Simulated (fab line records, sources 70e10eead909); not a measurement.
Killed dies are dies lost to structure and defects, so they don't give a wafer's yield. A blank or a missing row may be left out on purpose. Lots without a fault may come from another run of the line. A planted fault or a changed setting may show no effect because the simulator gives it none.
fab line records | flow nand_harc
record lots=6 wafers=18 last_day=23
route steps=1159 shown P_ZERO_WELL@68 P_STI@69 END@1159
lots that met no fault: from a run of the same line without faults
start_h: hours from the record's first day to the start of the lot's first wafer shown | wait_h: hours since the lot's step before | " the same as in the row above | L1.1+2: a row that stands for several wafers | - no value, or no start given | * or withheld: withheld | < > ~ a bound
route shown NAME@n: a module of which the file shows steps, and the number in the route of the first | usual: mean/standard deviation of fault-free wafers | same: alike in all rows | chamber/n: place in a boat | sites: the reading at each site | _std_site: their standard deviation | _edge_site: outer sites' mean less inner sites' | radius_mm: how far each site lies from the wafer's centre | mask NAME#n: copy n | behind: the tool/chamber that last shaped the wafer | hold: why the lot was held/for how many hours/how that ended | device: the transistor (n, p or np) that didn't switch | end of line: the same wafers' tests at the end of the route | a step without rows: its recipe alone | killed: dies lost to structure and defects at the first sort, not the wafer's yield | map: a wafer's dies, x killed, . not, _ none there
set.NAME: the setting as run; set.NAME@STEP: as run at that earlier step | model.NAME: the simulator's own value behind a step, which no gauge read
lots at some steps of the route; a table a step, a row a wafer
services: from which hour (start_h, from the record's first day; less than 0 if before it) a tool's chamber was out of use, for how many hours, and why
## steps
# step NHARC_P_ZERO_WELL_INSPECT_43
# usual raw_defect_count=15/6.8
# columns lot.wafer tool chamber start_h wait_h raw_defect_count
L640.2 defect_inspect-02 - 31.61 0.5 10
L640.3 " - " " 17
L640.4 " - " " 21
L643.2 defect_inspect-01 - 49.60 0.5 14
L643.3 " - " " 26
L643.5 " - " " 26
L646.1 defect_inspect-01 - 67.72 0.6 21
L646.4 " - " " 5
L646.6 " - " " 14
L649.1 defect_inspect-02 - 85.91 0.6 8
L649.4 " - " " 16
L649.5 " - " " 9
L652.1 defect_inspect-02 - 104.16 0.6 15
L652.2 " - " " 10
L652.4 " - " " 12
L656.1 defect_inspect-01 - 127.34 0.6 13
L656.3 " - " " 12
L656.6 " - " " 11
# step NHARC_P_STI_ETCH_26
# recipe target_depth_a=110 chemistry=dHF material=SiO2
# step NHARC_P_STI_PRECLEAN_27
# recipe time_s=* temp_c=50 bath_age_min=0 chemistry=SC1
# step NHARC_P_STI_SRD_28
# step NHARC_P_STI_OXIDE_29
# recipe target_thk_a=100 temp_c=900 ox_time_s=1362 material=SiO2
# step NHARC_P_STI_HM_DEP_30
# recipe target_thk_a=800 temp_c=790 pressure_mtorr=300 time_s=873 material=Si3N4
# step NHARC_P_STI_DEHYDRATE_01
# recipe temp_c=150 time_s=120
# step NHARC_P_STI_HMDS_02
# recipe time_s=30
# step NHARC_P_STI_COAT_41
# recipe temp_c=200 time_s=65
# step NHARC_P_STI_COAT_03
# recipe spin_rpm=2000 resist_thk_nm=600
# step NHARC_P_STI_SOFTBAKE_04
# recipe temp_c=125 time_s=70
# step NHARC_P_STI_EBR_05
# step NHARC_P_STI_EXPOSE_06
# recipe na=0.55 target_cd_nm=200 dose_mj=37.69 mask_id=P_STI
# usual exposure_dose_mJ_cm2=37.69/0.042
# columns lot.wafer tool chamber start_h wait_h mask exposure_dose_mJ_cm2
L640.2 krf_scanner-01 0 46.90 - P_STI#0 37.65
L640.3 " 0 " " P_STI#0 37.76
L640.4 " 0 " " P_STI#0 37.67
L643.2 krf_scanner-03 0 61.72 - P_STI#0 37.65
L643.3 " 0 " " P_STI#0 37.57
L643.5 " 0 " " P_STI#0 37.61
L646.1 krf_scanner-01 0 83.89 - P_STI#0 31.63
L646.4 " 0 " " P_STI#0 31.62
L646.6 " 0 " " P_STI#0 31.58
L649.1 krf_scanner-01 0 101.12 - P_STI#0 32.78
L649.4 " 0 " " P_STI#0 32.77
L649.5 " 0 " " P_STI#0 32.83
L652.1 krf_scanner-02 0 120.39 - P_STI#0 37.73
L652.2 " 0 " " P_STI#0 37.74
L652.4 " 0 " " P_STI#0 37.76
L656.1 krf_scanner-03 0 143.78 - P_STI#0 37.69
L656.3 " 0 " " P_STI#0 37.70
L656.6 " 0 " " P_STI#0 37.72
# step NHARC_P_STI_PEB_07
# recipe peb_temp_c=128 peb_time_s=80
# step NHARC_P_STI_DEVELOP_08
# recipe time_s=50 dev_temp_c=22
# step NHARC_P_STI_CD_MEAS_09
# recipe target_cd_nm=200 landing_energy_ev=500
# usual cd_nm=200.4/2
# columns lot.wafer tool chamber start_h wait_h cd_nm
L640.2 cd_sem-02 0 47.05 - 196.5
L640.3 " 0 " " 198.7
L640.4 " 0 " " 200.8
L643.2 cd_sem-03 0 61.87 - 198.4
L643.3 " 0 " " 197.0
L643.5 " 0 " " 200.2
L646.1 cd_sem-02 0 84.05 - 159.8
L646.4 " 0 " " 159.9
L646.6 " 0 " " 159.7
L649.1 cd_sem-02 0 101.27 - 174.8
L649.4 " 0 " " 170.7
L649.5 " 0 " " 169.8
L652.1 cd_sem-02 0 120.55 - 203.8
L652.2 " 0 " " 201.6
L652.4 " 0 " " 199.9
L656.1 cd_sem-01 0 143.93 - 201.2
L656.3 " 0 " " 199.9
L656.6 " 0 " " 202.5
# step NHARC_P_STI_OVL_MEAS_10
# usual overlay_x_nm=2/6.5 overlay_y_nm=2/6.6
# columns lot.wafer tool chamber start_h wait_h overlay_x_nm overlay_y_nm
L640.2 overlay-01 - 47.13 - -4 -6
L640.3 " - " " -3 -5
L640.4 " - " " -3 -6
L643.2 overlay-02 - 61.96 - 10 12
L643.3 " - " " 10 12
L643.5 " - " " 10 12
L646.1 overlay-02 - 84.14 - 9 -4
L646.4 " - " " 9 -4
L646.6 " - " " 9 -4
L649.1 overlay-02 - 101.36 - -3 -7
L649.4 " - " " -3 -7
L649.5 " - " " -3 -7
L652.1 overlay-01 - 120.64 - -1 1
L652.2 " - " " 0 1
L652.4 " - " " -1 1
L656.1 overlay-02 - 144.02 - 2 2
L656.3 " - " " 1 1
L656.6 " - " " 2 1
# step NHARC_P_STI_INSPECT_11
# usual raw_defect_count=5.1/2.4
# columns lot.wafer tool chamber start_h wait_h raw_defect_count
L640.2 defect_inspect-02 - 47.17 0.0 5
L640.3 " - " " 8
L640.4 " - " " 8
L643.2 defect_inspect-01 - 62.00 0.0 8
L643.3 " - " " 5
L643.5 " - " " 6
L646.1 defect_inspect-01 - 84.17 0.0 7
L646.4 " - " " 6
L646.6 " - " " 3
L649.1 defect_inspect-01 - 101.39 0.0 4
L649.4 " - " " 3
L649.5 " - " " 8
L652.1 defect_inspect-02 - 120.67 0.0 6
L652.2 " - " " 4
L652.4 " - " " 4
L656.1 defect_inspect-01 - 144.05 0.0 3
L656.3 " - " " 6
L656.6 " - " " 8
# step NHARC_P_STI_HARDBAKE_13
# recipe temp_c=118 time_s=65
# step NHARC_P_STI_DESCUM_14
# recipe time_s=3 o2_flow_sccm=200 ar_flow_sccm=0 bias_power_w=0 chemistry=O2
# usual drypump_motor_current_A=5.8/0.49 oes_product_au=1.001/0.011 rf_vpp_V=57.9/0.88 showerhead_plenum_p_Torr=1.96/0.098 throttle_valve_pct=11.312/0.0088
# columns lot.wafer tool chamber start_h wait_h drypump_motor_current_A oes_product_au rf_hours_counter_h rf_vpp_V showerhead_plenum_p_Torr throttle_valve_pct model.P_STI.cd_nm
L640.3 rie_diel-09 0 47.30 - 5.7 0.992 3.6 58.0 2.07 11.307 199.2
L640.2 " 2 " " 6.5 1.002 3.7 59.0 2.06 11.315 196.6
L640.4 " 2 " " 6.5 0.994 - 58.7 2.06 11.305 200.7
L643.2 rie_diel-03 2 62.14 - 6.2 1.018 0.5 59.3 2.07 11.312 197.7
L643.3 " 0 " " 4.7 1.014 0.4 55.4 1.81 11.309 196.9
L643.5 " 2 " " 6.2 1.011 - 57.4 2.07 11.312 199.7
L646.4 rie_diel-03 0 84.35 - 4.7 1.009 1.1 56.8 1.81 11.318 159.9
L646.1 " 3 " " 5.7 0.991 1.0 56.7 1.82 11.318 159.7
L646.6 " 1 " " 6.0 1.005 - 58.4 2.01 11.319 159.7
L649.1 rie_diel-10 2 101.53 - 5.3 0.999 5.8 56.4 1.95 11.295 174.6
L649.4 " 2 " " 5.3 1.001 - 59.6 1.95 11.304 170.5
L649.5 " 3 " " 6.1 1.006 - 58.5 1.92 11.323 169.4
L652.1 rie_diel-09 2 120.81 - 6.5 0.978 1.0 57.9 2.06 11.309 202.9
L652.2 " 3 " " 6.0 1.012 1.0 57.4 1.87 11.312 201.5
L652.4 " 0 " " 5.6 1.005 1.1 58.2 2.07 11.320 199.9
L656.1 rie_diel-03 3 144.20 - 5.8 0.985 3.1 57.1 1.81 11.317 201.7
L656.3 " 1 " " 6.0 0.997 3.2 56.6 2.01 11.297 199.3
L656.6 " 3 " " 5.8 0.998 - 56.7 1.81 11.314 202.9
# step NHARC_P_STI_ETCH_42
# recipe target_depth_a=800 overetch_a=240 time_s=61 ion_energy_ev=200 n2_flow_sccm=150 h2_flow_sccm=150 ar_flow_sccm=0 rf_w=400 bias_w=150 chemistry=N2/H2
# usual drypump_motor_current_A=5.8/0.52 oes_product_au=0.999/0.01 rf_vpp_V=431.7/2.9 showerhead_plenum_p_Torr=2.09/0.11 throttle_valve_pct=14.171/0.0093
# columns lot.wafer tool chamber start_h wait_h drypump_motor_current_A oes_product_au rf_hours_counter_h rf_vpp_V showerhead_plenum_p_Torr throttle_valve_pct
L640.3 rie_diel-09 2 47.40 0.1 6.5 0.992 3.7 435.4 2.20 14.169
L640.2 " 0 " " 5.6 0.994 3.7 435.1 2.21 14.159
L640.4 " 2 " " 6.5 1.000 - 434.3 2.20 14.171
L643.2 rie_diel-03 0 62.21 0.1 4.7 1.004 0.4 427.6 1.93 14.163
L643.3 " 1 " " 6.0 1.010 0.5 433.5 2.14 14.174
L643.5 " 0 " " 4.7 1.013 - 428.6 1.93 14.163
L646.4 rie_diel-03 1 84.44 0.1 6.0 1.003 1.1 433.1 2.14 14.169
L646.1 " 2 " " 6.2 1.012 1.1 435.9 2.21 14.171
L646.6 " 1 " " 6.0 1.000 - 434.3 2.14 14.182
L649.1 rie_diel-10 2 101.63 0.1 5.3 0.992 5.9 432.2 2.08 14.153
L649.4 " 2 " " 5.3 0.992 - 432.7 2.08 14.167
L649.5 " 1 " " 5.9 0.987 - 427.7 1.92 14.173
L652.1 rie_diel-09 0 120.89 0.1 5.7 0.998 1.1 434.6 2.21 14.176
L652.2 " 1 " " 5.2 0.996 1.1 434.8 2.17 14.153
L652.4 " 3 " " 6.0 1.001 1.0 428.7 1.99 14.168
L656.1 rie_diel-03 3 144.29 0.1 5.7 0.992 3.1 427.5 1.93 14.176
L656.3 " 0 " " 4.7 1.010 3.4 427.4 1.93 14.190
L656.6 " 3 " " 5.7 0.996 - 426.8 1.93 14.163
# step NHARC_P_STI_ETCH_31
# recipe target_depth_a=1089 time_s=54.5 cf4_flow_sccm=100 chf3_flow_sccm=30 ar_flow_sccm=0 rf_w=500 bias_w=200 chemistry=CF4/CHF3
# usual drypump_motor_current_A=5.8/0.5 oes_product_au=0.961/0.014 rf_vpp_V=371.8/2.7 showerhead_plenum_p_Torr=1.61/0.078 throttle_valve_pct=16.803/0.0095
# columns lot.wafer tool chamber start_h wait_h drypump_motor_current_A oes_product_au rf_hours_counter_h rf_vpp_V showerhead_plenum_p_Torr throttle_valve_pct
L640.3 rie_diel-09 2 - - 6.5 0.957 3.8 374.2 1.69 16.786
L640.2 " 1 " " 5.3 0.959 1.8 373.5 1.67 16.783
L640.4 " 2 " " 6.5 0.971 - 374.4 1.69 16.801
L643.2 rie_diel-03 3 - - 5.7 0.973 0.5 368.8 1.50 16.807
L643.3 " 1 " " 6.0 0.962 0.5 373.5 1.65 16.808
L643.5 " 2 " " 6.2 0.972 - 375.2 1.70 16.793
L646.4 rie_diel-03 1 - - 6.0 0.944 1.1 371.5 1.65 16.800
L646.1 " 3 " " 5.7 0.948 1.1 366.7 1.50 16.800
L646.6 " 2 " " 6.2 0.955 - 374.2 1.70 16.793
L649.1 rie_diel-10 3 - - 6.1 0.954 5.3 372.5 1.58 16.807
L649.4 " 3 " " 6.1 0.970 - 370.7 1.58 16.796
L649.5 " 2 " " 5.3 0.952 - 371.6 1.60 16.825
L652.2 rie_diel-09 2 - - 6.5 0.939 1.0 375.0 1.68 16.817
L652.1 " 3 " " 6.1 0.970 1.0 368.9 1.54 16.804
L652.4 " 0 " " 5.6 0.973 1.1 374.7 1.69 16.814
L656.1 rie_diel-03 0 - - 4.7 0.975 3.4 368.1 1.50 16.803
L656.3 " 3 " " 5.8 0.965 3.2 366.5 1.50 16.809
L656.6 " 0 " " 4.7 0.976 - 367.4 1.50 16.806
# step NHARC_P_STI_ETCH_15
# recipe target_depth_a=3000 taper_deg=4 time_s=100.1 hbr_flow_sccm=150 cl2_flow_sccm=50 rf_w=400 icp_w=400 bias_w=100 chemistry=HBr/Cl2
# usual drypump_motor_current_A=5.7/0.52 hbr_flow_sccm=150.0/0.47 oes_product_au=1.000/0.0087 throttle_valve_pct=26.406/0.0092
# columns lot.wafer tool chamber start_h wait_h drypump_motor_current_A hbr_flow_sccm oes_product_au rf_hours_counter_h throttle_valve_pct model.P_STI.cd_nm
L640.4 rie_si-03 1 47.62 - 5.8 150.2 0.994 0.6 26.417 199.4
L640.3 " 3 " " 4.9 149.9 1.001 0.3 26.412 197.6
L640.2 " 0 " " 5.7 150.4 0.999 0.5 26.415 196.3
L643.3 rie_si-03 3 62.43 - 4.9 150.4 1.002 0.3 26.418 197
L643.2 " 0 " " 5.7 150.6 0.994 0.6 26.404 197.8
L643.5 " 1 " " 5.7 150.6 1.013 - 26.408 199.6
L646.4 rie_si-05 2 84.62 - 5.2 150.1 0.984 0.1 26.384 159.3
L646.1 " 1 " " 5.7 150.5 1.007 0.1 26.396 158.8
L646.6 " 3 " " 5.2 149.4 1.009 - 26.408 159.5
L649.1 rie_si-01 3 101.84 - 5.5 150.4 0.993 1.1 26.407 174.2
L649.4 " 2 " " 6.2 149.7 1.003 1.3 26.396 170.5
L649.5 " 0 " " 6.7 149.2 1.005 - 26.404 168.3
L652.1 rie_si-03 1 121.10 - 5.8 150.1 1.004 1.2 26.413 203.2
L652.4 " 2 " " 5.7 149.7 1.006 1.1 26.397 199.5
L652.2 " 3 " " 4.9 149.2 1.007 0.7 26.413 201.7
L656.1 rie_si-01 3 144.49 - 5.5 150.5 0.991 0.0 26.411 201.6
L656.3 " 1 " " 5.1 149.8 0.981 0.0 26.399 198.8
L656.6 " 2 " " 6.2 150.5 1.014 - 26.401 202.3
# step NHARC_P_STI_CD_MEAS_16
# usual cd_nm=199.8/2.1
# columns lot.wafer tool chamber start_h wait_h cd_nm
L640.2 cd_sem-01 - 47.78 - 196.4
L640.3 " - " " 197.6
L640.4 " - " " 199.5
L643.2 cd_sem-01 - 62.58 - 197.7
L643.3 " - " " 197.1
L643.5 " - " " 199.7
L646.1 cd_sem-01 - 84.78 - 158.8
L646.4 " - " " 159.5
L646.6 " - " " 159.2
L649.1 cd_sem-02 - 102.01 - 174.1
L649.4 " - " " 170.2
L649.5 " - " " 168.2
L652.1 cd_sem-02 - 121.25 - 203.4
L652.2 " - " " 201.9
L652.4 " - " " 199.2
L656.1 cd_sem-01 - 144.65 - 201.9
L656.3 " - " " 198.7
L656.6 " - " " 202.3
# step NHARC_P_STI_OCD_MEAS_17
# usual trench_foot_cd_nm=158.3/2
# columns lot.wafer tool chamber start_h wait_h trench_foot_cd_nm
L640.2 ocd-02 - 47.87 0.1 154.6
L640.3 " - " " 157.3
L640.4 " - " " 159.3
L643.2 ocd-02 - 62.66 0.1 156.6
L643.3 " - " " 154.6
L643.5 " - " " 157.9
L646.1 ocd-01 - 84.87 0.1 117.4
L646.4 " - " " 117.8
L646.6 " - " " 117.4
L649.1 ocd-02 - 102.11 0.1 132.8
L649.4 " - " " 128.7
L649.5 " - " " 127.6
L652.1 ocd-02 - 121.34 0.1 161.8
L652.2 " - " " 159.2
L652.4 " - " " 157.9
L656.1 ocd-01 - 144.73 0.1 159.6
L656.3 " - " " 159.2
L656.6 " - " " 159.7
# step NHARC_P_STI_STRIP_19
# recipe time_s=900 temp_c=130 chemistry=SPM
# step NHARC_END_SORT_01
# recipe temp_c=25
# usual killed_at_array=28/8.6 killed_at_other=0.7/1.2 killed_at_periphery=3.1/2.3 killed_dies=32/8.7 killed_open=3.2/1.7 killed_short=2.0/1.5
# same gross_dies=677
# columns lot.wafer tool chamber start_h wait_h killed_at_array killed_at_other killed_at_periphery killed_dies killed_open killed_short
L646.1 prober-01 0 485.14 2.5 14 0 479 493 2 0
L646.4 prober-01 0 487.50 3.4 22 0 472 494 2 2
L646.6 prober-01 0 489.08 3.9 23 2 471 496 5 3
L649.1 prober-01 0 508.58 2.6 33 0 52 85 2 0
L649.4 prober-01 0 511.00 3.4 43 0 153 196 3 1
L649.5 prober-01 0 511.80 3.7 47 0 185 232 1 2
# killed by level:class
L646.1 P_STI:area_expose=468 A_SLIT:chamber_film_flake=7 P_CONTACT:chamber_film_flake=5 P_ZERO_WELL:chamber_film_flake=4 P_CONTACT:geometric_particle:open=2 A_CHANNEL_HOLE_D1:chamber_film_flake=2 A_STAIRCASE:chamber_film_flake=2 A_M1:chamber_film_flake=2
L646.4 P_STI:area_expose=464 A_SLIT:chamber_film_flake=10 P_CONTACT:chamber_film_flake=4 A_STAIRCASE:chamber_film_flake=3 A_M1:chamber_film_flake=3 A_ZERO_WELL:chamber_film_flake=2 P_CONTACT:geometric_particle:short=1 P_CONTACT:geometric_particle:open=1
L646.6 P_STI:area_expose=465 A_SLIT:chamber_film_flake=10 A_CHANNEL_HOLE_D1:chamber_film_flake=4 P_ZERO_WELL:chamber_film_flake=2 P_STI:chamber_film_flake=2 P_CONTACT:chamber_film_flake=2 A_ONON_D1:geometric_particle:open=1 A_CHANNEL_HOLE_D1:geometric_particle:short=1
L649.1 P_STI:area_expose=52 A_CHANNEL_HOLE_D1:chamber_film_flake=12 A_SLIT:chamber_film_flake=10 A_STAIRCASE:chamber_film_flake=3 A_WL_FILL:chamber_film_flake=3 A_SGD_CUT:chamber_film_flake=2 A_CHANNEL_FILL_D1:geometric_particle:open=1 A_CONTACT:geometric_particle:open=1
L649.4 P_STI:area_expose=153 A_CHANNEL_HOLE_D1:chamber_film_flake=16 A_SLIT:chamber_film_flake=16 A_WL_FILL:chamber_film_flake=4 A_STAIRCASE:chamber_film_flake=2 A_ONON_D1:geometric_particle:open=1 A_CHANNEL_FILL_D1:geometric_particle:short=1 A_CONTACT:geometric_particle:open=1
L649.5 P_STI:area_expose=185 A_CHANNEL_HOLE_D1:chamber_film_flake=23 A_SLIT:chamber_film_flake=13 A_WL_FILL:chamber_film_flake=4 A_CHANNEL_FILL_D1:geometric_particle:short=2 A_STAIRCASE:chamber_film_flake=2 A_SGD_CUT:geometric_particle:open=1 A_CHANNEL_FILL_D1:chamber_film_flake=1
# map L646.6 (x killed, . not)
____________.____________
_________.x.xx.x_________
_______xx.x.xxxx.x_______
______.xxxx..x.x...______
_____.xxxx.xxxxxxx.._____
____.xx.xxxxxxx.x.xx.____
____.xxxxxxxxxxxxxxxx____
___xxxxxxxxxxxx.xx..x.___
___xx.xxxxxxxxxxx.xxx.___
__..xxxxxxxxxxxxxxxxxx.__
__x..xxxxxxxxxxxxxxxxx.__
_.x.xx.xxxxxxxxxxxxxxxx._
_...x.xxxxxxxxxxxx...xxx_
_..xxxxxxxx.xxxxxxxxx..._
_...x.xxxxxxxxxxxxxxx.xx_
_.xxxxxxxxxxxxxxxxxxx.xx_
x..xxxxxxxxxx.xxxxxxxxxx.
.x...xxxxxxxxxxxxxxx..x.x
x..xxx.xxxxxxxxxxxxxxxxx.
.xxxxxxxxxxxxxxxxxxxxx...
.xxxxxxxxxxxxxxxxxxxxxxx.
_.xx.xxxxxxxxxxxxxx.xx.._
_..xxxxxxxxxxxxxxxxxxxx._
_x..xxxxxxxxxxxxxxxxxxxx_
_.x.x.xxxxxxxxxxxxxxx..._
_....x.x.xxxxxxxx.xx.x.._
__..x.xxxxxxxxxx.xxx..x__
__..xxxxxxxxxxxxxxxxxx.__
___...xxxxxxxxxxx..xx.___
___..xxxx.xxxxxxx.x.x.___
____......xxxx.x..x..____
____....xx.x.xx.xx.x.____
_____.xxx.xx...x..xx_____
______.x.x..x.x....______
_______.......x..._______
_________.x....._________
____________x____________
# map L649.5 (x killed, . not)
____________.____________
_________......._________
_______....x......_______
______x.x......x...______
_____.....xx.x...x.x_____
____..x.x.xx.xxx.....____
____....xx..x........____
___....xxxxx....xx.x..___
___......xx...xx.x....___
__......xxxxxxx.xx.....__
__...x.x.xxxxxx.x.x....__
_......xxxx.xx.xxxxx...._
_...xxxxxxxxxxxxxx.x...._
_.x.x.xxxx..xxxxx...x..._
_..x.x.xxxxx.xx...x..x.._
_...xx.xxx.xx..x.x..x..._
......x..xxxxx.xxxx......
.....x.x.xxxxx..x........
......x.xxxxx.xx.xxxx.x..
...x..x.x..xx.xx...x.x...
x..x...x..xxxx.x.xx......
_...xxxxxxxxxxxxx......._
_.....x.x.xx.xxx........_
_......x.xxxx.xxxxx....._
_.......xx.xxxxx.x......_
_.........xx.xx..x......_
__........xxx.x....x.x.__
__........x.xx.x.......__
___.....x...xxxx...x..___
___.....xx.x..........___
____......xxxx.x.....____
____...x..x...x......____
_____...x..........._____
______............x______
_______..........._______
_________......._________
____________.____________
## services
# columns tool chamber start_h hours kind
krf_scanner-03 - 27.34 1.9 repair
rie_diel-09 3 27.41 32.0 repair
rie_si-05 1 29.29 13.2 repair
krf_scanner-03 - 32.53 3.4 repair
krf_scanner-02 - 38.00 4.0 pm
rie_diel-03 - 38.30 9.0 pm
rie_diel-03 0 38.30 9.0 vent_cycle
rie_diel-03 1 38.30 9.0 vent_cycle
rie_diel-03 2 38.30 9.0 vent_cycle
rie_diel-03 3 38.30 9.0 vent_cycle
krf_scanner-01 - 44.56 1.4 repair
rie_si-05 - 62.00 9.0 pm
krf_scanner-02 - 66.63 0.3 repair
rie_diel-09 - 77.10 9.0 pm
rie_diel-10 0 79.31 5.5 repair
krf_scanner-01 - 84.00 4.0 pm
krf_scanner-02 - 95.54 1.6 repair
rie_diel-10 0 97.12 12.5 repair
rie_diel-10 3 119.59 5.8 repair
rie_diel-03 2 120.71 3.7 repair
krf_scanner-01 - 125.45 15.7 repair
rie_si-01 - 127.02 9.0 pm
rie_diel-10 1 130.79 19.2 repair
rie_diel-03 2 144.53 4.2 repair
## key
first_sign step=NHARC_P_STI_EXPOSE_06 reading=exposure_dose_mJ_cm2 direction=down sigmas=99+ usual=37.69 struck=32.20
effect step=NHARC_P_STI_CD_MEAS_09 reading=cd_nm direction=down sigmas=18 usual=200.4 struck=165.8 through=control_loop
effect step=NHARC_P_STI_CD_MEAS_16 reading=cd_nm direction=down sigmas=16 usual=199.8 struck=165.0 through=control_loop
effect step=NHARC_P_STI_OCD_MEAS_17 reading=trench_foot_cd_nm direction=down sigmas=17 usual=158.3 struck=123.6 through=control_loop
effect step=NHARC_END_SORT_01 reading=killed_at_periphery direction=up sigmas=99+ usual=3.1 struck=302
model_effect step=NHARC_P_STI_DESCUM_14 value=P_STI.cd_nm without=200.5 struck=165.6
model_effect step=NHARC_P_STI_ETCH_15 value=P_STI.cd_nm without=200 struck=165.1
more_kills_born_at NHARC_P_STI_EXPOSE_06@krf_scanner-01=1787
met_at NHARC_P_STI_EXPOSE_06
struck_wafers L646.1,L646.4,L646.6,L649.1,L649.4,L649.5
later_rows_left_out L646.1,L646.4,L646.6
tester_left_out L646,L649
loop_trim step=NHARC_P_STI_EXPOSE_06 setting=dose lots=L649
onset_between 46.90 83.89
fault kind=process_parameter_drift tool=krf_scanner-01 chamber=- onset_h=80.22 steps=NHARC_P_STI_EXPOSE_06 channel=dose_mj offset=-6.1256 shape=step acts_in=these_recipes_only stated=37.69
# tester_left_out: of these lots the tester's yield and bins aren't shown, on N5 and GAA mostly nor the transistor test; their killed dies are dies lost to structure and defects alone, not to doping, threshold or leakage, so they don't give the yield
# later_rows_left_out: the simulator's readings of these wafers behind a module that went badly wrong aren't trusted and aren't shown, but for the sort
# loop_trim: a control loop set the setting to another value than it would have without faults
